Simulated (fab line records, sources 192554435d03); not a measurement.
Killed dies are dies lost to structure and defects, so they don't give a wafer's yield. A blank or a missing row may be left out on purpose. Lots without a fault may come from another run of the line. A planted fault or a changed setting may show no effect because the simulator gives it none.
fab line records | flow n5_finfet
record lots=12 wafers=34 last_day=17
route steps=1938 shown BEOL_M7@1279 PASSIVATION@1936
lots that met no fault: from a run of the same line without faults
start_h: hours from the record's first day to the start of the lot's first wafer shown | wait_h: hours since the lot's step before | " the same as in the row above | L1.1+2: a row that stands for several wafers | - no value, or no start given | * or withheld: withheld | < > ~ a bound
route shown NAME@n: a module of which the file shows steps, and the number in the route of the first | usual: mean/standard deviation of fault-free wafers | same: alike in all rows | chamber/n: place in a boat | sites: the reading at each site | _std_site: their standard deviation | _edge_site: outer sites' mean less inner sites' | radius_mm: how far each site lies from the wafer's centre | mask NAME#n: copy n | behind: the tool/chamber that last shaped the wafer | hold: why the lot was held/for how many hours/how that ended | device: the transistor (n, p or np) that didn't switch | end of line: the same wafers' tests at the end of the route | a step without rows: its recipe alone | killed: dies lost to structure and defects at the first sort, not the wafer's yield | map: a wafer's dies, x killed, . not, _ none there
set.NAME: the setting as run; set.NAME@STEP: as run at that earlier step | model.NAME: the simulator's own value behind a step, which no gauge read
steps of the route over a sample of lots; a table a step, a row a wafer
services: from which hour (start_h, from the record's first day; less than 0 if before it) a tool's chamber was out of use, for how many hours, and why
## steps
# step N5_BEOL_M7_DESCUM_16
# recipe chemistry=O2 time_s=7.9 source_power_w=50 bias_power_w=20 pressure_mtorr=20 rf_frequency_hz=2.712e+07 temp_c=40 resist=CAR-ArF o2_flow_sccm=225
# usual drypump_motor_current_A=5.8/0.51 o2_flow_sccm=225.1/0.74 oes_product_au=0.79/0.068 rf_vpp_V=243.4/1.3 showerhead_plenum_p_Torr=2.10/0.068 throttle_valve_pct=20.44/0.28
# columns lot.wafer tool chamber start_h wait_h drypump_motor_current_A o2_flow_sccm oes_product_au rf_hours_counter_h rf_vpp_V showerhead_plenum_p_Torr throttle_valve_pct
L487.2 rie_diel-04 3 192.83 0.0 5.4 225.0 0.67 247 244.0 2.13 20.31
L487.3 " 0 " " 6.5 225.5 0.70 234 244.4 2.14 20.51
L487.6 " 2 " " 6.5 226.6 0.74 - 242.2 1.99 20.70
L488.1 rie_diel-05 2 199.41 0.0 5.2 225.5 0.76 177 242.5 2.08 20.25
L488.3 " 1 " " 5.8 224.5 0.73 158 242.1 2.00 20.72
L489.2 rie_diel-05 0 218.16 0.5 5.7 226.3 0.79 114 244.4 2.19 20.18
L489.3 " 1 " " 5.8 224.6 0.74 163 241.7 2.00 20.71
L489.6 " 1 " " 5.8 224.7 0.74 - 240.9 2.00 20.72
L492.1 rie_diel-05 1 230.14 0.0 5.8 225.6 0.73 167 241.4 2.00 20.72
L492.2 " 3 " " 6.3 226.4 0.78 112 242.7 2.10 20.79
L492.6 " 0 " " 5.7 225.1 0.78 - 244.3 2.19 20.15
L493.3 rie_diel-01 0 234.73 0.0 6.8 224.7 0.84 71 244.6 2.21 20.42
L493.4 " 2 " " 5.3 224.4 0.88 28 243.7 2.04 20.40
L493.5 " 2 " " 5.3 225.8 0.90 - 243.2 2.04 20.41
L494.1 rie_diel-04 2 245.74 0.0 6.4 226.0 0.72 158 242.0 1.99 20.74
L494.3 " 3 " " 5.4 226.1 0.96 4 242.8 2.13 19.81
L494.4 " 2 " " 6.4 225.9 0.72 - 242.0 1.99 20.72
L496.2 rie_diel-04 2 262.56 0.0 6.5 223.9 0.71 165 241.8 1.99 20.73
L496.4 " 2 " " 6.5 224.3 0.71 - 242.6 1.99 20.74
L496.5 " 1 " " 5.6 225.4 0.75 - 242.1 2.11 20.53
L500.1 rie_diel-04 2 269.91 0.1 6.4 225.7 0.72 167 241.4 1.99 20.75
L500.5 " 3 " " 5.4 226.1 0.93 - 244.5 2.12 19.83
L500.6 " 0 " " 6.5 225.1 0.99 - 244.5 2.13 20.22
L503.1 rie_diel-01 2 297.12 0.1 5.3 226.1 0.86 49 243.3 2.04 20.44
L503.2 " 1 " " 5.5 225.0 0.82 102 244.3 2.12 20.09
L503.4 " 3 " " 5.2 226.4 0.81 83 243.0 2.12 20.65
L505.3 rie_diel-01 0 304.68 0.1 6.7 224.2 0.82 91 244.4 2.20 20.43
L505.4 " 1 " " 5.5 225.0 0.83 104 242.9 2.12 20.07
L505.5 " 1 " " 5.5 225.2 0.83 - 243.8 2.12 20.09
L504.3 rie_diel-01 3 309.98 0.0 5.2 224.8 0.80 87 244.2 2.12 20.67
L504.4 " 1 " " 5.5 225.4 0.83 106 242.6 2.12 20.08
L509.1 rie_diel-05 0 332.51 0.0 5.6 225.9 0.75 143 246.6 2.18 20.21
L509.3 " 3 " " 6.3 225.8 0.76 145 240.4 2.09 20.85
L509.4 " 2 " " 5.2 223.2 0.72 215 242.4 2.06 20.29
# step N5_BEOL_M7_ETCH_61
# recipe chemistry=CF4 target=SiARC target_depth_a=455 mask_material=CAR-ArF time_s=75.8 ion_energy_ev=80 pressure_mtorr=40 source_w=545 bias_w=36 Ar_flow_sccm=100 cf4_flow_sccm=100 ends=cleared
# usual drypump_motor_current_A=5.8/0.5 etch_rf_on_time_s=75.6/1.9 oes_product_au=0.67/0.06 rf_vpp_V=184.2/1.1 showerhead_plenum_p_Torr=2.15/0.065 throttle_valve_pct=15.61/0.27
# columns lot.wafer tool chamber start_h wait_h drypump_motor_current_A etch_rf_on_time_s oes_product_au rf_hours_counter_h rf_vpp_V showerhead_plenum_p_Torr throttle_valve_pct
L487.2 rie_diel-04 3 192.86 0.0 5.4 78.0 0.58 247 184.2 2.20 15.65
L487.3 " 0 " " 6.5 76.9 0.59 234 184.9 2.19 15.82
L487.6 " 2 " " 6.5 76.1 0.63 - 182.0 2.07 15.97
L488.1 rie_diel-05 2 199.44 0.0 5.2 74.7 0.63 177 184.2 2.14 15.50
L488.3 " 1 " " 5.8 79.1 0.62 158 183.7 2.05 15.80
L489.2 rie_diel-05 0 218.20 0.0 5.7 74.7 0.67 114 185.8 2.25 15.43
L489.3 " 1 " " 5.8 77.9 0.62 163 183.4 2.05 15.81
L489.6 " 1 " " 5.8 78.7 0.62 - 184.2 2.05 15.81
L492.1 rie_diel-05 1 230.18 0.0 5.8 79.1 0.62 167 183.1 2.04 15.82
L492.2 " 3 " " 6.3 75.5 0.69 112 187.4 2.17 16.01
L492.6 " 0 " " 5.7 76.6 0.65 - 186.0 2.25 15.44
L493.3 rie_diel-01 0 234.77 0.0 6.8 77.1 0.72 71 185.0 2.24 15.48
L493.4 " 2 " " 5.3 75.6 0.77 28 183.8 2.09 15.46
L493.5 " 2 " " 5.3 76.0 0.76 - 183.8 2.09 15.44
L494.1 rie_diel-04 2 245.77 0.0 6.4 76.4 0.63 158 183.3 2.07 16.01
L494.3 " 3 " " 5.4 74.2 0.82 4 185.6 2.19 15.11
L494.4 " 2 " " 6.5 76.8 0.62 - 182.9 2.07 16.00
L496.2 rie_diel-04 2 262.59 0.0 6.4 75.4 0.63 165 183.7 2.06 16.00
L496.4 " 2 " " 6.5 75.7 0.62 - 183.9 2.06 16.01
L496.5 " 1 " " 5.6 75.9 0.64 - 184.9 2.14 15.60
L500.1 rie_diel-04 2 269.95 0.0 6.5 77.1 0.61 167 183.3 2.06 16.02
L500.5 " 3 " " 5.4 75.0 0.79 - 183.2 2.19 15.14
L500.6 " 0 " " 6.5 75.9 0.84 - 185.1 2.19 15.37
L503.1 rie_diel-01 2 297.16 0.0 5.3 76.5 0.73 49 183.8 2.08 15.50
L503.2 " 1 " " 5.5 73.1 0.71 102 184.3 2.15 15.20
L503.4 " 3 " " 5.3 71.4 0.71 83 184.2 2.16 15.73
L505.3 rie_diel-01 0 304.71 0.0 6.8 76.3 0.69 91 184.8 2.24 15.51
L505.4 " 1 " " 5.5 72.5 0.71 104 184.2 2.15 15.22
L505.5 " 1 " " 5.5 72.8 0.72 - 185.8 2.15 15.19
L504.3 rie_diel-01 3 310.02 0.0 5.3 71.1 0.70 87 183.6 2.15 15.73
L504.4 " 1 " " 5.5 73.9 0.70 106 185.4 2.15 15.20
L509.1 rie_diel-05 0 332.54 0.0 5.7 76.0 0.63 143 185.3 2.24 15.47
L509.3 " 3 " " 6.3 74.5 0.66 145 184.0 2.16 16.09
L509.4 " 2 " " 5.2 74.7 0.61 215 182.7 2.13 15.58
# step N5_BEOL_M7_CD_MEAS_18
# recipe pitch_nm=80 target_cd_nm=40
# usual cd_nm=40.2/0.64
# columns lot.wafer tool chamber start_h wait_h cd_nm
L487.2 cd_sem-02 - 193.29 0.1 39.6
L487.3 " - " " 40.3
L487.6 " - " " 40.5
L488.1 cd_sem-02 - 199.97 0.0 39.0
L488.3 " - " " 39.0
L489.2 cd_sem-01 - 218.73 0.1 41.1
L489.3 " - " " 41.3
L489.6 " - " " 40.3
L492.1 cd_sem-02 - 230.60 0.0 39.9
L492.2 " - " " 40.7
L492.6 " - " " 40.7
L493.3 cd_sem-03 - 235.31 0.1 40.5
L493.4 " - " " 40.1
L493.5 " - " " 39.6
L494.1 cd_sem-02 - 246.20 0.0 40.9
L494.3 " - " " 41.8
L494.4 " - " " 40.4
L496.2 cd_sem-01 - 263.09 0.1 40.9
L496.4 " - " " 40.6
L496.5 " - " " 40.3
L500.1 cd_sem-02 - 270.44 0.0 41.7
L500.5 " - " " 41.6
L500.6 " - " " 40.7
L503.1 cd_sem-01 - 297.67 0.0 40.0
L503.2 " - " " 39.9
L503.4 " - " " 40.1
L505.3 cd_sem-03 - 305.17 0.1 40.6
L505.4 " - " " 40.5
L505.5 " - " " 40.0
L504.3 cd_sem-03 - 310.45 0.1 40.1
L504.4 " - " " 40.4
L509.1 cd_sem-03 - 333.12 0.0 40.6
L509.3 " - " " 40.6
L509.4 " - " " 40.6
# step N5_BEOL_M7_EXPOSE_25
# recipe mask_id=V6 na=0.33 source_shape=annular sigma_inner=0.4 sigma_outer=0.8 polarization=unpolarized target_cd_nm=40 dose_mj=42.5
# columns lot.wafer tool chamber start_h wait_h mask
L487.2+3+6 euv_scanner-02 0 194.19 - V6#0
L488.1+3 euv_scanner-02 0 203.17 - V6#0
L489.2+3+6 euv_scanner-01 0 220.93 - V6#0
L492.1+2+6 euv_scanner-02 0 233.30 - V6#0
L493.3+4+5 euv_scanner-02 0 237.19 - V6#0
L494.1+3+4 euv_scanner-02 0 251.34 - V6#0
L496.2+4+5 euv_scanner-01 0 264.11 - V6#0
L500.1+5+6 euv_scanner-01 0 270.80 - V6#0
L503.1+2+4 euv_scanner-01 0 298.83 - V6#0
L505.3+4+5 euv_scanner-01 0 308.22 - V6#0
L504.3+4 euv_scanner-01 0 311.60 - V6#0
L509.1+3+4 euv_scanner-01 0 333.46 - V6#0
# step N5_BEOL_M7_OVL_MEAS_29
# recipe points_per_wafer=522
# usual V6_OVL=-0.2/0.7
# columns lot.wafer tool chamber start_h wait_h V6_OVL[nm]
L487.2 overlay-01 0 194.35 0.0 0.4
L487.3 " 0 " " 1.0
L487.6 " 0 " " 0.1
L488.1 overlay-01 0 203.33 0.0 -0.3
L488.3 " 0 " " -0.1
L489.2 overlay-01 0 221.09 0.0 -0.9
L489.3 " 0 " " -0.5
L489.6 " 0 " " -0.3
L492.1 overlay-01 0 233.46 0.0 9.1
L492.2 " 0 " " 8.7
L492.6 " 0 " " 8.4
L493.3 overlay-02 0 237.35 0.0 9.4
L493.4 " 0 " " 9.2
L493.5 " 0 " " 9.2
L494.1 overlay-01 0 251.50 0.0 9.4
L494.3 " 0 " " 9.6
L494.4 " 0 " " 10.3
L496.2 overlay-02 0 264.27 0.0 1.3
L496.4 " 0 " " -0.3
L496.5 " 0 " " -0.6
L500.1 overlay-02 0 270.96 0.0 -1.4
L500.5 " 0 " " -1.0
L500.6 " 0 " " -1.3
L503.1 overlay-01 0 298.99 0.0 0.4
L503.2 " 0 " " -1.2
L503.4 " 0 " " -0.2
L505.3 overlay-02 0 308.38 0.0 -0.4
L505.4 " 0 " " 0.1
L505.5 " 0 " " -0.1
L504.3 overlay-02 0 311.76 0.0 -1.0
L504.4 " 0 " " -0.4
L509.1 overlay-01 0 333.63 0.0 -0.5
L509.3 " 0 " " -0.9
L509.4 " 0 " " 0.0
# step N5_PASSIVATION_PROBE_49
# usual defect_limited_yield=91.2/1.5 killed_at_M0_to_M3=36/10 killed_at_M4_up=13/6 killed_at_contacts=11/5.2 killed_at_front_end=40/11 killed_at_other=3.1/2.9 killed_dies=104/17 killed_open=66/12 killed_short=34/7.7 sort_bin_5_function=5.1/0.91 sort_bin_6_memory=3.2/0.67 sort_bin_8_speed=0.00/0.0074 sort_n_pass=1076/17 sort_yield_pct=91.2/1.5
# same gross_dies=1180 killed_at_back_side=0 sort_bin_4_leakage[%]=0
# columns lot.wafer tool chamber start_h wait_h defect_limited_yield[%] killed_at_M0_to_M3 killed_at_M4_up killed_at_contacts killed_at_front_end killed_at_other killed_dies killed_open killed_short sort_bin_5_function[%] sort_bin_6_memory[%] sort_bin_8_speed[%] sort_n_pass sort_yield_pct[%]
L496.2 prober-02 - 340.00 0.1 90.8 40 9 7 53 0 109 73 29 6.4 2.5 0 1071 90.8
L496.4 prober-02 - 340.10 0.2 91.7 38 7 15 38 0 98 60 33 4.8 3.1 0 1082 91.7
L496.5 prober-02 - 340.15 0.2 93.3 34 4 7 30 4 79 52 26 3.6 2.8 0 1101 93.3
L500.1 prober-02 - 355.48 0.0 93.5 26 11 8 32 0 77 53 21 4.2 1.9 0 1103 93.5
L500.5 prober-02 - 355.68 0.2 92.4 34 12 10 34 0 90 60 29 4.7 2.6 0 1090 92.4
L500.6 prober-02 - 355.73 0.3 90.5 37 14 15 46 0 112 71 41 5.8 3.6 0 1068 90.5
L503.1 prober-01 - 374.69 0.0 87.1 60 15 17 59 1 152 103 42 7.8 4.2 0 1028 87.1
L503.2 prober-01 - 374.74 0.1 90.3 56 11 5 42 0 114 82 31 5.6 3.6 0 1066 90.3
L503.4 prober-01 - 374.84 0.2 89.2 45 11 6 57 8 127 86 39 6.3 4.2 0 1053 89.2
L505.3 prober-02 - 389.76 0.1 90.0 36 19 17 43 3 118 79 30 5.3 3.9 0 1062 90.0
L505.4 prober-02 - 389.81 0.2 90.0 34 22 9 53 0 118 79 36 6.8 3.1 0 1062 90.0
L505.5 prober-02 - 389.86 0.2 90.4 28 19 12 52 2 113 67 40 5.2 3.6 0 1067 90.4
# killed by level:class
L496.2 DUMMY_GATE:geometric_particle:open=10 GATE_CUT:geometric_particle:short=10 BEOL_M1:geometric_particle:open=10 BEOL_M3:geometric_particle:open=9 BEOL_M0_SAQP:geometric_particle:open=8 STI_FIN_REVEAL:geometric_particle:open=7 FIN_SAQP:geometric_particle:open=6 MOL_CONTACT_COAG:geometric_particle:open=6
L496.4 MOL_CONTACT_COAG:geometric_particle:open=9 DUMMY_GATE:geometric_particle:open=8 STI_FIN_REVEAL:geometric_particle:open=7 BEOL_M0_SAQP:geometric_particle:short=7 BEOL_M2:geometric_particle:open=6 GATE_CUT:geometric_particle:short=5 BEOL_M0:geometric_particle:open=5 BEOL_M3:geometric_particle:open=5
L496.5 BEOL_M1:geometric_particle:open=8 BEOL_M2:geometric_particle:open=8 MOL_CONTACT_COAG:geometric_particle:open=6 STI_FIN_REVEAL:geometric_particle:open=5 DUMMY_GATE:geometric_particle:open=5 GATE_CUT:geometric_particle:short=5 FIN_SAQP:geometric_particle:open=4 BEOL_M1:geometric_particle:short=4
L500.1 STARTING-WAFER:geometric_particle:short=8 FIN_SAQP:geometric_particle:open=7 MOL_CONTACT_COAG:geometric_particle:open=7 STI_FIN_REVEAL:geometric_particle:open=5 BEOL_M0_SAQP:geometric_particle:open=5 BEOL_M4:geometric_particle:open=5 BEOL_M2:geometric_particle:open=4 BEOL_M3:geometric_particle:open=4
L500.5 BEOL_M0_SAQP:geometric_particle:open=10 FIN_SAQP:geometric_particle:open=9 MOL_CONTACT_COAG:geometric_particle:open=9 FIN_SAQP:geometric_particle:short=8 BEOL_M2:geometric_particle:short=6 BEOL_M4:geometric_particle:open=6 BEOL_M0_SAQP:geometric_particle:short=5 BEOL_M0:geometric_particle:open=5
L500.6 STI_FIN_REVEAL:geometric_particle:open=11 FIN_SAQP:geometric_particle:short=10 MOL_CONTACT_COAG:geometric_particle:open=9 BEOL_M2:geometric_particle:open=8 DUMMY_GATE:geometric_particle:open=7 BEOL_M1:geometric_particle:open=7 BEOL_M0_SAQP:geometric_particle:open=6 MOL_CONTACT_COAG:geometric_particle:short=6
L503.1 BEOL_M2:geometric_particle:open=16 STI_FIN_REVEAL:geometric_particle:open=15 MOL_CONTACT_COAG:geometric_particle:open=13 FIN_SAQP:geometric_particle:open=11 BEOL_M0_SAQP:geometric_particle:short=11 DUMMY_GATE:geometric_particle:open=9 BEOL_M3:geometric_particle:open=9 BEOL_M4:geometric_particle:open=7
L503.2 BEOL_M3:geometric_particle:open=13 BEOL_M2:geometric_particle:open=12 STI_FIN_REVEAL:geometric_particle:open=11 BEOL_M0_SAQP:geometric_particle:open=10 BEOL_M0_SAQP:geometric_particle:short=8 BEOL_M1:geometric_particle:open=8 FIN_SAQP:geometric_particle:short=6 STI_FIN_REVEAL:geometric_particle:short=6
L503.4 BEOL_M1:geometric_particle:open=14 STI_FIN_REVEAL:geometric_particle:open=13 FIN_SAQP:geometric_particle:open=12 BEOL_M3:geometric_particle:open=10 STI_FIN_REVEAL:geometric_particle:short=7 DUMMY_GATE:geometric_particle:open=6 BEOL_M0_SAQP:geometric_particle:short=6 STARTING-WAFER:geometric_particle:short=6
L505.3 MOL_CONTACT_COAG:geometric_particle:open=12 FIN_SAQP:geometric_particle:open=10 BEOL_M4:geometric_particle:open=10 BEOL_M3:geometric_particle:open=8 BEOL_M0_SAQP:geometric_particle:open=6 HKMG_FIN:area_etch=6 ILD0:geometric_particle:open=5 MOL_CONTACT_COAG:geometric_particle:short=5
L505.4 FIN_SAQP:geometric_particle:open=13 BEOL_M2:geometric_particle:open=9 FIN_SAQP:geometric_particle:short=6 DUMMY_GATE:geometric_particle:open=6 ILD0:geometric_particle:open=6 MOL_CONTACT_COAG:geometric_particle:open=6 BEOL_M0_SAQP:geometric_particle:short=6 BEOL_M3:geometric_particle:open=6
L505.5 ILD0:geometric_particle:short=11 MOL_CONTACT_COAG:geometric_particle:open=11 FIN_SAQP:geometric_particle:open=9 FIN_SAQP:geometric_particle:short=9 BEOL_M4:geometric_particle:open=8 BEOL_M3:geometric_particle:open=8 BEOL_M1:geometric_particle:open=5 BEOL_M2:geometric_particle:open=5
## services
# columns tool chamber start_h hours kind
euv_scanner-02 - 181.79 1.0 pm
rie_diel-01 - 187.24 4.3 pm
euv_scanner-01 - 196.86 1.0 pm
rie_diel-04 3 202.30 - clean
rie_diel-04 3 202.30 - consumable_replace:focus_ring
rie_diel-04 3 202.30 28.8 scheduled_down
rie_diel-04 3 202.30 28.8 vent_cycle
rie_diel-01 - 206.39 0.5 repair
euv_scanner-01 - 207.38 1.3 repair
euv_scanner-01 - 231.55 18.0 repair
rie_diel-04 0 239.05 - clean
euv_scanner-02 - 239.55 0.3 repair
euv_scanner-02 - 249.51 1.0 pm
euv_scanner-01 - 253.01 1.0 pm
euv_scanner-01 - 254.02 4.6 pm
euv_scanner-02 - 259.53 1.8 repair
rie_diel-01 1 286.80 6.7 repair
euv_scanner-01 - 290.26 5.8 pm
euv_scanner-02 - 296.07 1.0 pm
rie_diel-05 0 300.39 21.1 repair
rie_diel-05 2 303.66 4.9 repair
euv_scanner-01 - 309.16 1.0 pm
euv_scanner-02 - 324.62 0.3 repair
euv_scanner-02 - 331.70 4.6 pm
## key
first_sign step=N5_BEOL_M7_OVL_MEAS_29 reading=V6_OVL direction=up sigmas=14 usual=-0.2 struck=9.2
effect none on later readings
met_at N5_BEOL_M7_EXPOSE_25
struck_lots L492,L493,L494
rows_end L492.1,L492.2,L492.6,L493.3,L493.4,L493.5
not_acting_at N5_BEOL_M7_DESCUM_16,N5_BEOL_M7_ETCH_61,N5_BEOL_M7_CD_MEAS_18
onset_between 203.17 233.30
earlier_fault kind=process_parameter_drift tool=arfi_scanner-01 chamber=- onset_h=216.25 steps=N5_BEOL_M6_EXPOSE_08 channel=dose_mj offset=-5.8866 shape=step acts_in=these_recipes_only stated=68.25
fault kind=scanner_matching_overlay tool=euv_scanner-02 chamber=- onset_h=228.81 steps=N5_BEOL_M7_EXPOSE_25 offset=9.7492
# rows_end: these wafers met a further fault down the route, and their rows from its step on are left out
